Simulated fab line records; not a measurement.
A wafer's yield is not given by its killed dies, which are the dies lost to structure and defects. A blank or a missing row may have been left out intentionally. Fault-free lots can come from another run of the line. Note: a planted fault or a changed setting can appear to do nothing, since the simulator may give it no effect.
Lot-split experiment ; flow n5-finfet ; 7 lots, 39 wafers read, on a route of 1938 steps

THE SPLIT ITSELF
At N5_BEOL_M9_ETCH_66 (etches SOC in N2/H2, target depth 80 nm, overetch 16 nm, time 120 s), the setting target-depth-a was moved away from the recipe's 800 angstrom on 15 of the 39 wafers read, by -38.9% to +47.6%. This setting was run at the recipe's value on the other wafers.

The reading is taken at the split's own step.

THE READING
SiARC_of_BEOL_M9_COAT_64.thk-nm (the simulator's own value, which no gauge read), in nm, at N5_BEOL_M9_ETCH_66 (etches SOC in N2/H2, target depth 80 nm, overetch 16 nm, time 120 s). No usual value for it is given in the file. Average 6.4 nm, standard deviation 0.18 nm, over the 24 wafers here run with the recipe.

wafer;tool, chamber at the split;target-depth-a as run, angstrom;against the recipe;SiARC_of_BEOL_M9_COAT_64.thk-nm, nm;against lot-mates on the recipe
L077.1;rie-diel-05, 1;800;recipe;6.2;-
L077.2;rie-diel-05, 2;800;recipe;6.4;-
L077.3;rie-diel-05, 3,2;488.5;-38.9%;8.2;+1.8
L077.5;rie-diel-05, 3,2;488.5;-38.9%;8.2;+1.8
L077.4;rie-diel-05, 0;488.5;-38.9%;8.4;+2.0
L077.6;rie-diel-05, 3;800;recipe;6.6;-
L078.1;rie-diel-03, 2;1093;+36.6%;4;-2.3
L078.2;rie-diel-03, 1;800;recipe;6.6;-
L078.3;rie-diel-03, 0;800;recipe;6.4;-
L078.4;rie-diel-03, 3;1093;+36.6%;4.8;-1.5
L078.5;rie-diel-03, 1;1093;+36.6%;5;-1.3
L078.6;rie-diel-03, 2;800;recipe;6;-
L079.1;rie-diel-04, 0,2,3;800;recipe;6.4;-
L079.3;rie-diel-04, 0,2,3;800;recipe;6.4;-
L079.4;rie-diel-04, 0,2,3;800;recipe;6.4;-
L079.2;rie-diel-04, 1;982.4;+22.8%;5.4;-1.0
L079.6;rie-diel-04, 1;982.4;+22.8%;5.4;-1.0
L079.5;rie-diel-04, 0;982.4;+22.8%;5.2;-1.2
L081.1;rie-diel-03, 0,1,3;800;recipe;6.4;-
L081.2;rie-diel-03, 0,1,3;800;recipe;6.4;-
L081.4;rie-diel-03, 0,1,3;800;recipe;6.4;-
L088.1;rie-diel-03, 2;1133;+41.6%;4;-2.3
L088.2;rie-diel-03, 3,0;800;recipe;6.4;-
L088.3;rie-diel-03, 3,0;800;recipe;6.4;-
L088.4;rie-diel-03, 1;1133;+41.6%;4.8;-1.5
L088.6;rie-diel-03, 1;1133;+41.6%;4.8;-1.5
L088.5;rie-diel-03, 2;800;recipe;6;-
L090.1;rie-diel-05, 0,3,0;800;recipe;6.6;-
L090.2;rie-diel-05, 0,3,0;800;recipe;6.6;-
L090.6;rie-diel-05, 0,3,0;800;recipe;6.6;-
L090.3;rie-diel-05, 1,2,1;800;recipe;6.2;-
L090.4;rie-diel-05, 1,2,1;800;recipe;6.2;-
L090.5;rie-diel-05, 1,2,1;800;recipe;6.2;-
L091.1;rie-diel-04, 1,2;1181;+47.6%;4.4;-2.1
L091.4;rie-diel-04, 1,2;1181;+47.6%;4.4;-2.1
L091.2;rie-diel-04, 3,1;800;recipe;6.6;-
L091.6;rie-diel-04, 3,1;800;recipe;6.6;-
L091.3;rie-diel-04, 0;800;recipe;6.4;-
L091.5;rie-diel-04, 2;1181;+47.6%;4.2;-2.3
When a row names more than one chamber, that row covers several wafers, and the file does not tell which wafer ran in which chamber.

THE FIT
A straight line over all 39 wafers: SiARC_of_BEOL_M9_COAT_64.thk-nm changes by -0.046 nm for each +1% of target-depth-a; r = -0.98; the points scatter about the line by 0.23 nm.
The same after taking each lot's own level away (the mean of its wafers on the recipe; 39 wafers): -0.0459 nm for each +1%; r = -0.98; scatter 0.22 nm.
That fit puts the effect of the largest move of target-depth-a on the reading at 2.2 nm.
Measured against the standard deviation above, the lots' own levels, which go from 6.27 to 6.53 nm, span 1.5 times it.
The two slopes are in agreement: the lot-to-lot level therefore moves the slope only a little.
Check: -2.18 nm against its lot-mates is what the line predicts for one of the wafers moved furthest among these (+47.6%) when that wafer is left out of the fit. It came out at -2.13 nm against them.

THE OTHER SPLITS THESE WAFERS WENT THROUGH
Note: prior to the reading, these wafers also went through further splits. Each is held against what the fit with the lots' levels taken away leaves over:
other split on the same wafers;wafers away from the commonest value;r with SiARC_of_BEOL_M9_COAT_64.thk-nm (lot level and that fit taken away)
N5_BEOL_M6_TRENCH_ETCH_37 target-depth-a;12;-0.08

FILE'S OWN FIT
SiARC_of_BEOL_M9_COAT_64.thk-nm changes by -0.0457 nm for each +1% of target-depth-a, r = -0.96.
